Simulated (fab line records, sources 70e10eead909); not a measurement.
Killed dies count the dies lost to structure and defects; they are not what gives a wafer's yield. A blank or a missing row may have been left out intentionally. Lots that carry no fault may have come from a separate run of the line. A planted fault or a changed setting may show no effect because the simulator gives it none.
fab line records | flow nandHarc
[record] lots = 14 | wafers = 42 | lastDay = 33
route steps=1302 shown P_CONTACT@237 P_M0@260
lots that met no fault: from a run of the same line without faults
startH: hours from the record's opening day to when the first of the lot's shown wafers began | waitH: hours from the lot's prior step to this one | " identical to the entry in the row above | L1.1+2: several wafers, shown together as one row | - no value, or no start was given | * or withheld: withheld | < > ~ a bound
route shown NAME@n: names a module that has steps shown in the file, with the first one's number in the route | usual: mean/standard deviation taken from wafers without a fault | same: alike in all rows | chamber/n: place in a boat | sites: per-site readings | _std_site: the values' standard deviation | _edge_site: outer sites' mean less inner sites' | radiusMm: for every site, how far away it sits from the centre of the wafer | mask NAME#n: copy n | behind: the tool/chamber that last shaped the wafer | hold: the reason the lot was held/the length of the hold in hours/how it ended | device: whichever transistor did not switch (one of n, p or np) | end of line: the route-end tests of the same wafers | a step with no rows: only its recipe | killed: not the wafer's yield, but the dies lost to structure and defects at the first sort | map: a wafer's dies, marking killed ones x, the rest . and places with no die _
set.NAME: the run value of the setting; set.NAME@STEP: its run value at that earlier step | model.NAME: the simulator's own value behind a step, which no gauge read
the route's steps for a sample of lots (tables are steps, rows are wafers)
services: the hour from which a tool's chamber was out of use, counted from the record's first day as startH (under 0 if before that day), plus the number of hours and why
[[steps]]
[step NHARC_P_CONTACT_ETCH_36]
[recipe] targetDepthA = 2600 | overEtchFrac = 0.25 | timeS = 406.25 | ionEnergyEv = 200 | n2FlowSccm = 150 | h2FlowSccm = 150 | arFlowSccm = 0 | rfW = 400 | biasW = 150 | chemistry = N2/H2
[usual] chamberPressureMTorr = 29.998/0.028 | drypumpMotorCurrentA = 5.8/0.58 | oesProductAu = 0.998/0.0076 | rfVppV = 431.4/2.5 | showerheadPlenumPTorr = 2.08/0.088 | throttleValvePct = 14.171/0.01
lot.wafer | tool       | chamber | startH | waitH | chamberPressureMTorr | drypumpMotorCurrentA | oesProductAu | rfHoursCounterH | rfVppV | showerheadPlenumPTorr | throttleValvePct
L779.2    | rieDiel-04 | 2       | -      | -     | 30.014               | 6.3                  | 0.993        | 5.0             | 435.8  | 2.20                  | 14.165
L779.5    | "          | 2       | "      | "     | 30.027               | 6.3                  | 0.991        | -               | 433.3  | 2.20                  | 14.188
L779.4    | "          | 0       | "      | "     | 29.986               | 5.4                  | 0.992        | -               | 434.0  | 2.14                  | 14.187
L780.3    | rieDiel-04 | 2       | -      | -     | 30.048               | 6.3                  | 1.000        | 5.4             | 435.0  | 2.20                  | 14.174
L780.2    | "          | 3       | "      | "     | 30.058               | 6.6                  | 0.996        | 5.5             | 429.9  | 1.98                  | 14.177
L780.6    | "          | 0       | "      | "     | 30.002               | 5.5                  | 0.995        | -               | 433.3  | 2.14                  | 14.167
L782.2    | rieDiel-05 | 3       | -      | -     | 30.047               | 5.5                  | 0.984        | 2.0             | 431.8  | 2.08                  | 14.171
L782.1    | "          | 0       | "      | "     | 29.994               | 4.9                  | 1.011        | 2.2             | 430.6  | 1.99                  | 14.166
L782.5    | "          | 0       | "      | "     | 29.979               | 4.9                  | 1.010        | -               | 429.2  | 1.99                  | 14.164
L783.3    | rieDiel-07 | 1       | -      | -     | 29.986               | 6.0                  | 1.001        | 0.9             | 433.9  | 2.19                  | 14.163
L783.6    | "          | 2       | "      | "     | 30.033               | 5.9                  | 1.008        | -               | 431.3  | 2.09                  | 14.170
L783.4    | "          | 0       | "      | "     | 29.992               | 4.8                  | 0.993        | -               | 430.0  | 2.05                  | 14.160
L784.4    | rieDiel-04 | 2       | -      | -     | 30.004               | 6.3                  | 1.002        | 6.6             | 435.4  | 2.20                  | 14.158
L784.1    | "          | 3       | "      | "     | 29.942               | 6.7                  | 0.990        | 6.8             | 428.7  | 1.98                  | 14.165
L784.3    | "          | 1       | "      | "     | 30.006               | 5.4                  | 1.000        | 5.7             | 430.6  | 2.06                  | 14.193
L786.3    | rieDiel-05 | 2       | -      | -     | 30.014               | 6.0                  | 0.988        | 3.2             | 426.1  | 1.90                  | 14.183
L786.5    | "          | 0       | "      | "     | 29.976               | 4.9                  | 1.003        | -               | 430.1  | 1.99                  | 14.173
L786.6    | "          | 1       | "      | "     | 29.978               | 6.4                  | 1.000        | -               | 433.9  | 2.17                  | 14.171
L787.3    | rieDiel-05 | 3       | -      | -     | 30.014               | 5.5                  | 0.982        | 3.6             | 431.7  | 2.08                  | 14.177
L787.4    | "          | 1       | "      | "     | 30.030               | 6.4                  | 0.996        | 3.7             | 433.7  | 2.17                  | 14.159
L787.6    | "          | 3       | "      | "     | 30.006               | 5.5                  | 0.984        | -               | 431.3  | 2.08                  | 14.169
L788.2    | rieDiel-04 | 3       | -      | -     | 29.975               | 6.7                  | 0.993        | 1.1             | 428.9  | 1.98                  | 14.172
L788.4    | "          | 0       | "      | "     | 29.993               | 5.4                  | 1.004        | 1.3             | 433.6  | 2.14                  | 14.182
L788.3    | "          | 1       | "      | "     | 29.992               | 5.4                  | 0.993        | 1.0             | 431.4  | 2.06                  | 14.166
L790.4    | rieDiel-07 | 2       | -      | -     | 29.984               | 6.0                  | 0.997        | 2.8             | 431.5  | 2.09                  | 14.170
L790.1    | "          | 3       | "      | "     | 29.975               | 6.1                  | 1.012        | 1.4             | 428.7  | 1.97                  | 14.185
L790.6    | "          | 0       | "      | "     | 30.030               | 4.8                  | 0.998        | -               | 430.9  | 2.05                  | 14.163
L795.2    | rieDiel-04 | 3       | -      | -     | 29.957               | 6.7                  | 0.998        | 4.7             | 427.7  | 1.98                  | 14.166
L795.5    | "          | 2       | "      | "     | 30.019               | 6.3                  | 1.000        | -               | 435.9  | 2.20                  | 14.154
L795.6    | "          | 3       | "      | "     | 29.958               | 6.7                  | 1.001        | -               | 427.7  | 1.98                  | 14.174
L796.2    | rieDiel-07 | 0       | -      | -     | 29.951               | 4.8                  | 1.000        | 5.0             | 430.5  | 2.05                  | 14.167
L796.6    | "          | 3       | "      | "     | 30.016               | 6.1                  | 1.006        | -               | 427.8  | 1.97                  | 14.170
L796.5    | "          | 0       | "      | "     | 30.048               | 4.8                  | 0.999        | -               | 431.1  | 2.05                  | 14.167
L799.1    | rieDiel-07 | 2       | -      | -     | 29.970               | 5.9                  | 0.990        | 0.3             | 431.6  | 2.08                  | 14.153
L799.3    | "          | 1       | "      | "     | 29.978               | 5.9                  | 0.989        | 0.3             | 433.7  | 2.18                  | 14.176
L799.5    | "          | 2       | "      | "     | 30.050               | 6.0                  | 0.985        | -               | 431.3  | 2.08                  | 14.165
L800.4    | rieDiel-07 | 2       | -      | -     | 29.973               | 6.0                  | 0.993        | 0.7             | 433.7  | 2.08                  | 14.155
L800.6    | "          | 3       | "      | "     | 30.006               | 6.1                  | 0.997        | -               | 429.8  | 1.97                  | 14.169
L800.5    | "          | 0       | "      | "     | 30.023               | 4.8                  | 1.000        | -               | 432.6  | 2.05                  | 14.169
L802.3    | rieDiel-05 | 3       | -      | -     | 29.977               | 5.5                  | 1.004        | 2.8             | 432.4  | 2.08                  | 14.172
L802.1    | "          | 0       | "      | "     | 29.962               | 4.9                  | 1.004        | 2.8             | 428.7  | 1.99                  | 14.176
L802.5    | "          | 3       | "      | "     | 29.996               | 5.5                  | 0.992        | -               | 431.4  | 2.08                  | 14.167
[step NHARC_P_CONTACT_CVD_23]
[recipe] targetThkA = 2000 | tempC = 300 | pressureTorr = 40 | wf6FlowSccm = 40 | h2FlowSccm = 1600 | arFlowSccm = 1560 | timeS = 557 | material = W
[usual] heaterPowerW = 450/52 | throttleValvePct = 7.9/0.32
lot.wafer | tool    | chamber | startH | waitH | heaterPowerW | throttleValvePct
L779.2    | cvdW-02 | 0       | -      | -     | 515          | 8.0
L779.4    | "       | 1       | "      | "     | 390          | 7.2
L779.5    | "       | 1       | "      | "     | 383          | 7.1
L780.2    | cvdW-02 | 1       | -      | -     | 398          | 7.0
L780.3    | "       | 1       | "      | "     | 390          | 7.4
L780.6    | "       | 0       | "      | "     | 523          | 8.1
L782.2    | cvdW-02 | 1       | -      | -     | 381          | 7.4
L782.1    | "       | 0       | "      | "     | 520          | 7.9
L782.5    | "       | 1       | "      | "     | 389          | 7.5
L783.4    | cvdW-02 | 1       | -      | -     | 393          | 7.6
L783.3    | "       | 0       | "      | "     | 533          | 7.9
L783.6    | "       | 0       | "      | "     | 517          | 8.3
L784.1    | cvdW-02 | 0       | -      | -     | 532          | 8.4
L784.3    | "       | 1       | "      | "     | 391          | 7.2
L784.4    | "       | 0       | "      | "     | 520          | 8.3
L786.3    | cvdW-01 | 1       | -      | -     | 411          | 7.9
L786.5    | "       | 0       | "      | "     | 483          | 8.2
L786.6    | "       | 1       | "      | "     | 420          | 8.0
L787.3    | cvdW-01 | 0       | -      | -     | 485          | 8.0
L787.4    | "       | 1       | "      | "     | 412          | 8.1
L787.6    | "       | 1       | "      | "     | 422          | 7.8
L788.2    | cvdW-02 | 0       | -      | -     | 522          | 8.1
L788.4    | "       | 1       | "      | "     | 392          | 7.3
L788.3    | "       | 0       | "      | "     | 529          | 7.9
L790.1    | cvdW-02 | 0       | -      | -     | 525          | 8.2
L790.4    | "       | 1       | "      | "     | 395          | 7.5
L790.6    | "       | 1       | "      | "     | 395          | 7.5
L795.2    | cvdW-01 | 0       | -      | -     | 476          | 8.1
L795.5    | "       | 0       | "      | "     | 490          | 8.3
L795.6    | "       | 1       | "      | "     | 419          | 8.1
L796.2    | cvdW-02 | 1       | -      | -     | 378          | 7.6
L796.6    | "       | 1       | "      | "     | 383          | 7.7
L796.5    | "       | 0       | "      | "     | 521          | 8.1
L799.1    | cvdW-02 | 1       | -      | -     | 378          | 7.6
L799.3    | "       | 0       | "      | "     | 514          | 7.9
L799.5    | "       | 1       | "      | "     | 382          | 7.4
L800.4    | cvdW-01 | 0       | -      | -     | 490          | 8.1
L800.5    | "       | 0       | "      | "     | 475          | 7.7
L800.6    | "       | 1       | "      | "     | 427          | 8.1
L802.1    | cvdW-01 | 1       | -      | -     | 411          | 8.5
L802.3    | "       | 1       | "      | "     | 417          | 8.3
L802.5    | "       | 0       | "      | "     | 464          | 8.4
[step NHARC_P_M0_EXPOSE_06]
[recipe] na = 1.35 | targetCdNm = 90 | doseMj = 81.28 | maskId = P_M0
[usual] exposureDoseMJCm2 = 81.28/0.08
lot.wafer | tool           | chamber | startH | waitH | mask   | exposureDoseMJCm2
L779.2    | arfiScanner-02 | 0       | 125.49 | -     | P_M0#0 | 81.24
L779.4    | "              | 0       | "      | "     | P_M0#0 | 81.18
L779.5    | "              | 0       | "      | "     | P_M0#0 | 81.32
L780.2    | arfiScanner-01 | 0       | 128.98 | -     | P_M0#0 | 81.25
L780.3    | "              | 0       | "      | "     | P_M0#0 | 81.09
L780.6    | "              | 0       | "      | "     | P_M0#0 | 81.37
L782.1    | arfiScanner-01 | 0       | 154.52 | -     | P_M0#0 | 81.27
L782.2    | "              | 0       | "      | "     | P_M0#0 | 81.28
L782.5    | "              | 0       | "      | "     | P_M0#0 | 81.38
L783.3    | arfiScanner-02 | 0       | 155.64 | -     | P_M0#0 | 81.14
L783.4    | "              | 0       | "      | "     | P_M0#0 | 81.18
L783.6    | "              | 0       | "      | "     | P_M0#0 | 81.18
L784.1    | arfiScanner-03 | 0       | 169.28 | -     | P_M0#0 | 81.30
L784.3    | "              | 0       | "      | "     | P_M0#0 | 81.23
L784.4    | "              | 0       | "      | "     | P_M0#0 | 81.32
L786.3    | arfiScanner-02 | 0       | 202.70 | -     | P_M0#0 | 81.33
L786.5    | "              | 0       | "      | "     | P_M0#0 | 81.31
L786.6    | "              | 0       | "      | "     | P_M0#0 | 81.28
L787.3    | arfiScanner-01 | 0       | 211.78 | -     | P_M0#0 | 81.24
L787.4    | "              | 0       | "      | "     | P_M0#0 | 81.18
L787.6    | "              | 0       | "      | "     | P_M0#0 | 81.25
L788.2    | arfiScanner-01 | 0       | 213.13 | -     | P_M0#0 | 81.22
L788.3    | "              | 0       | "      | "     | P_M0#0 | 81.36
L788.4    | "              | 0       | "      | "     | P_M0#0 | 81.26
L790.1    | arfiScanner-03 | 0       | 239.72 | -     | P_M0#0 | 81.27
L790.4    | "              | 0       | "      | "     | P_M0#0 | 81.26
L790.6    | "              | 0       | "      | "     | P_M0#0 | 81.21
L795.2    | arfiScanner-02 | 0       | 286.83 | -     | P_M0#0 | 50.62
L795.5    | "              | 0       | "      | "     | P_M0#0 | 50.43
L795.6    | "              | 0       | "      | "     | P_M0#0 | 50.40
L796.2    | arfiScanner-02 | 0       | 288.37 | -     | P_M0#0 | 56.57
L796.5    | "              | 0       | "      | "     | P_M0#0 | 56.69
L796.6    | "              | 0       | "      | "     | P_M0#0 | 56.46
L799.1    | arfiScanner-03 | 0       | 324.53 | -     | P_M0#0 | 81.18
L799.3    | "              | 0       | "      | "     | P_M0#0 | 81.17
L799.5    | "              | 0       | "      | "     | P_M0#0 | 81.25
L800.4    | arfiScanner-03 | 0       | 328.05 | -     | P_M0#0 | 81.29
L800.5    | "              | 0       | "      | "     | P_M0#0 | 81.25
L800.6    | "              | 0       | "      | "     | P_M0#0 | 81.36
L802.1    | arfiScanner-03 | 0       | 350.76 | -     | P_M0#0 | 81.29
L802.3    | "              | 0       | "      | "     | P_M0#0 | 81.45
L802.5    | "              | 0       | "      | "     | P_M0#0 | 81.28
[step NHARC_P_M0_CD_MEAS_09]
[recipe] targetCdNm = 90 | landingEnergyEv = 500
[usual] cdNm = 89.8/0.44
lot.wafer | tool     | chamber | startH | waitH | cdNm
L779.2    | cdSem-03 | 0       | 125.63 | -     | 90.0
L779.4    | "        | 0       | "      | "     | 90.6
L779.5    | "        | 0       | "      | "     | 90.9
L780.2    | cdSem-02 | 0       | 129.12 | -     | 89.6
L780.3    | "        | 0       | "      | "     | 88.8
L780.6    | "        | 0       | "      | "     | 90.2
L782.1    | cdSem-01 | 0       | 154.66 | -     | 89.6
L782.2    | "        | 0       | "      | "     | 89.5
L782.5    | "        | 0       | "      | "     | 89.8
L783.3    | cdSem-03 | 0       | 155.78 | -     | 89.2
L783.4    | "        | 0       | "      | "     | 89.2
L783.6    | "        | 0       | "      | "     | 89.4
L784.1    | cdSem-02 | 0       | 169.42 | -     | 89.7
L784.3    | "        | 0       | "      | "     | 90.5
L784.4    | "        | 0       | "      | "     | 89.5
L786.3    | cdSem-01 | 0       | 202.84 | -     | 89.2
L786.5    | "        | 0       | "      | "     | 89.1
L786.6    | "        | 0       | "      | "     | 89.6
L787.3    | cdSem-02 | 0       | 211.91 | -     | 90.0
L787.4    | "        | 0       | "      | "     | 89.7
L787.6    | "        | 0       | "      | "     | 89.7
L788.2    | cdSem-02 | 0       | 213.27 | -     | 90.1
L788.3    | "        | 0       | "      | "     | 89.4
L788.4    | "        | 0       | "      | "     | 89.8
L790.1    | cdSem-03 | 0       | 239.85 | -     | 90.5
L790.4    | "        | 0       | "      | "     | 90.0
L790.6    | "        | 0       | "      | "     | 90.3
L795.2    | cdSem-02 | 0       | 286.97 | -     | 60.7
L795.5    | "        | 0       | "      | "     | 61.0
L795.6    | "        | 0       | "      | "     | 60.2
L796.2    | cdSem-01 | 0       | 288.51 | -     | 67.0
L796.5    | "        | 0       | "      | "     | 67.2
L796.6    | "        | 0       | "      | "     | 67.2
L799.1    | cdSem-01 | 0       | 324.66 | -     | 90.0
L799.3    | "        | 0       | "      | "     | 90.2
L799.5    | "        | 0       | "      | "     | 90.0
L800.4    | cdSem-01 | 0       | 328.18 | -     | 89.3
L800.5    | "        | 0       | "      | "     | 89.3
L800.6    | "        | 0       | "      | "     | 89.8
L802.1    | cdSem-02 | 0       | 350.90 | -     | 89.9
L802.3    | "        | 0       | "      | "     | 89.9
L802.5    | "        | 0       | "      | "     | 89.5
[step NHARC_P_M0_DESCUM_14]
[recipe] timeS = 3 | o2FlowSccm = 200 | arFlowSccm = 0 | biasPowerW = 0 | chemistry = O2
[usual] chamberPressureMTorr = 60.00/0.054 | drypumpMotorCurrentA = 5.8/0.48 | oesProductAu = 1.001/0.0074 | rfVppV = 58.0/0.87 | showerheadPlenumPTorr = 1.95/0.076 | throttleValvePct = 11.311/0.0078
lot.wafer | tool       | chamber | startH | waitH | chamberPressureMTorr | drypumpMotorCurrentA | oesProductAu | rfHoursCounterH | rfVppV | showerheadPlenumPTorr | throttleValvePct
L779.4    | rieDiel-08 | 0       | 125.82 | 0.1   | 59.90                | 6.4                  | 1.001        | 33              | 57.7   | 1.90                  | 11.326
L779.2    | "          | 2       | "      | "     | 60.12                | 6.2                  | 1.010        | 34              | 58.1   | 1.97                  | 11.309
L779.5    | "          | 3       | "      | "     | 59.98                | 6.0                  | 0.997        | -               | 57.9   | 2.06                  | 11.327
L780.3    | rieDiel-03 | 3       | 129.31 | 0.1   | 59.91                | 6.2                  | 1.006        | 5               | 59.0   | 2.07                  | 11.308
L780.2    | "          | 0       | "      | "     | 60.03                | 5.7                  | 1.009        | 7               | 59.6   | 1.89                  | 11.318
L780.6    | "          | 2       | "      | "     | 59.96                | 6.4                  | 1.007        | -               | 57.6   | 1.86                  | 11.307
L782.1    | rieDiel-11 | 1       | 154.85 | 0.1   | 59.98                | 5.5                  | 1.001        | 11              | 58.1   | 1.95                  | 11.304
L782.2    | "          | 3       | "      | "     | 60.03                | 6.5                  | 1.010        | 10              | 58.3   | 1.82                  | 11.317
L782.5    | "          | 1       | "      | "     | 59.99                | 5.5                  | 1.016        | -               | 56.6   | 1.95                  | 11.312
L783.4    | rieDiel-11 | 0       | 155.97 | 0.1   | 60.08                | 5.2                  | 0.999        | 11              | 58.3   | 2.01                  | 11.300
L783.3    | "          | 2       | "      | "     | 60.01                | 5.4                  | 1.003        | 10              | 58.2   | 1.96                  | 11.308
L783.6    | "          | 0       | "      | "     | 59.89                | 5.2                  | 0.994        | -               | 58.8   | 2.01                  | 11.317
L784.1    | rieDiel-08 | 3       | 169.60 | 0.1   | 59.93                | 6.0                  | 0.993        | 55              | 58.5   | 2.06                  | 11.309
L784.4    | "          | 1       | "      | "     | 59.99                | 5.7                  | 0.990        | 50              | 56.7   | 1.88                  | 11.313
L784.3    | "          | 2       | "      | "     | 59.98                | 6.2                  | 1.020        | 54              | 57.6   | 1.97                  | 11.307
L786.3    | rieDiel-03 | 0       | 203.02 | 0.1   | 59.98                | 5.7                  | 1.005        | 38              | 55.8   | 1.88                  | 11.307
L786.6    | "          | 2       | "      | "     | 60.04                | 6.5                  | 0.999        | -               | 56.6   | 1.86                  | 11.314
L786.5    | "          | 3       | "      | "     | 60.09                | 6.2                  | 1.005        | -               | 57.2   | 2.07                  | 11.311
L787.3    | rieDiel-11 | 1       | 212.10 | 0.1   | 60.01                | 5.5                  | 1.009        | 18              | 57.4   | 1.95                  | 11.303
L787.4    | "          | 3       | "      | "     | 60.00                | 6.6                  | 1.016        | 17              | 58.9   | 1.82                  | 11.311
L787.6    | "          | 1       | "      | "     | 60.00                | 5.4                  | 1.001        | -               | 58.5   | 1.95                  | 11.317
L788.2    | rieDiel-08 | 3       | 213.46 | 0.1   | 60.00                | 6.0                  | 0.999        | 2               | 58.6   | 2.05                  | 11.311
L788.3    | "          | 0       | "      | "     | 59.98                | 6.4                  | 0.993        | 2               | 58.6   | 1.89                  | 11.309
L788.4    | "          | 1       | "      | "     | 59.95                | 5.6                  | 0.989        | 3               | 57.8   | 1.88                  | 11.324
L790.1    | rieDiel-11 | 0       | 240.04 | 0.1   | 59.98                | 5.2                  | 0.992        | 21              | 57.6   | 2.01                  | 11.303
L790.4    | "          | 1       | "      | "     | 60.11                | 5.4                  | 1.000        | 23              | 58.1   | 1.95                  | 11.320
L790.6    | "          | 0       | "      | "     | 59.92                | 5.2                  | 1.001        | -               | 57.8   | 2.01                  | 11.309
L795.2    | rieDiel-11 | 0       | 287.15 | 0.1   | 60.10                | 5.2                  | 1.009        | 6               | 59.4   | 2.00                  | 11.316
L795.6    | "          | 0       | "      | "     | 60.04                | 5.2                  | 0.998        | -               | 58.7   | 2.00                  | 11.304
L795.5    | "          | 1       | "      | "     | 60.07                | 5.5                  | 0.998        | -               | 59.0   | 1.95                  | 11.300
L796.2    | rieDiel-11 | 2       | 288.71 | 0.1   | 60.07                | 5.5                  | 1.004        | 6               | 59.3   | 1.96                  | 11.317
L796.5    | "          | 0       | "      | "     | 60.05                | 5.2                  | 0.998        | -               | 58.2   | 2.00                  | 11.306
L796.6    | "          | 1       | "      | "     | 59.94                | 5.5                  | 0.998        | -               | 58.1   | 1.95                  | 11.305
L799.3    | rieDiel-03 | 1       | 324.86 | 0.1   | 60.01                | 5.6                  | 0.998        | 9               | 58.8   | 1.99                  | 11.319
L799.1    | "          | 3       | "      | "     | 59.95                | 6.2                  | 0.998        | 9               | 58.8   | 2.05                  | 11.319
L799.5    | "          | 1       | "      | "     | 60.06                | 5.6                  | 0.993        | -               | 57.4   | 1.99                  | 11.314
L800.4    | rieDiel-11 | 2       | 328.37 | 0.1   | 59.96                | 5.5                  | 1.003        | 9               | 58.9   | 1.96                  | 11.309
L800.5    | "          | 1       | "      | "     | 59.95                | 5.5                  | 0.997        | -               | 59.1   | 1.95                  | 11.320
L800.6    | "          | 2       | "      | "     | 60.03                | 5.5                  | 1.011        | -               | 57.9   | 1.96                  | 11.313
L802.3    | rieDiel-11 | 3       | 351.09 | 0.1   | 60.02                | 6.6                  | 1.009        | 13              | 58.9   | 1.81                  | 11.312
L802.1    | "          | 0       | "      | "     | 60.02                | 5.2                  | 1.003        | 14              | 57.7   | 2.00                  | 11.322
L802.5    | "          | 0       | "      | "     | 60.04                | 5.2                  | 1.007        | -               | 57.0   | 2.00                  | 11.293
[[services]]
tool           | chamber | startH | hours | kind
rieDiel-07     | 3       | 98.63  | 63.5  | repair
rieDiel-07     | -       | 117.20 | 9.0   | pm
rieDiel-04     | 1       | 118.72 | 12.6  | repair
rieDiel-11     | 2       | 135.82 | 1.6   | repair
arfiScanner-02 | -       | 140.00 | 4.0   | pm
arfiScanner-03 | -       | 141.81 | 0.3   | repair
arfiScanner-03 | -       | 146.91 | 2.1   | repair
arfiScanner-02 | -       | 153.66 | 1.4   | repair
cvdW-01        | 1       | 166.22 | 2.7   | repair
arfiScanner-02 | -       | 174.35 | 4.4   | repair
rieDiel-04     | -       | 177.94 | 9.0   | pm
cvdW-01        | 1       | 184.30 | 11.9  | repair
rieDiel-07     | 3       | 184.65 | 4.8   | repair
cvdW-01        | -       | 185.21 | 13.0  | pm
arfiScanner-03 | -       | 196.00 | 4.0   | pm
rieDiel-07     | 2       | 208.69 | 2.3   | repair
rieDiel-04     | 3       | 211.51 | 19.7  | repair
rieDiel-11     | -       | 255.71 | 9.0   | pm
cvdW-02        | -       | 266.09 | 1.2   | repair
cvdW-02        | -       | 269.00 | 13.0  | pm
arfiScanner-02 | -       | 269.35 | 0.7   | repair
rieDiel-07     | -       | 294.22 | 9.0   | pm
rieDiel-11     | 3       | 303.54 | 6.8   | repair
arfiScanner-02 | -       | 312.00 | 4.0   | pm
[[key]]
[firstSign] step = NHARC_P_M0_EXPOSE_06 | reading = exposureDoseMJCm2 | direction = down | sigmas = 99+ | usual = 81.28 | struck = 53.53
[effect] step = NHARC_P_M0_CD_MEAS_09 | reading = cdNm | direction = down | sigmas = 60 | usual = 89.8 | struck = 63.9 | through = controlLoop
metAt NHARC_P_M0_EXPOSE_06
struckLots L795,L796
laterRowsLeftOut L795.2,L795.5,L795.6,L796.2,L796.5,L796.6
sortLeftOut L795.2,L795.5,L795.6,L796.2,L796.5,L796.6
[loopTrim] step = NHARC_P_M0_EXPOSE_06 | setting = dose | lots = L796
notActingAt NHARC_P_CONTACT_ETCH_36,NHARC_P_CONTACT_CVD_23,NHARC_P_M0_DESCUM_14
onsetBetween 202.70 286.83
[fault] kind = processParameterDrift | tool = arfiScanner-02 | chamber = - | onsetH = 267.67 | steps = NHARC_P_M0_EXPOSE_06 | channel = doseMj | offset = -30.897 | shape = step | actsIn = theseRecipesOnly | stated = 81.28
// sortLeftOut: the simulated sort isn't trusted on such a fault, so these wafers' sort isn't shown, and their yield isn't known
// laterRowsLeftOut: the simulator's readings of these wafers behind a module that went badly wrong aren't trusted and aren't shown, but for the sort
// loopTrim: a control loop set the setting to another value than it would have without faults
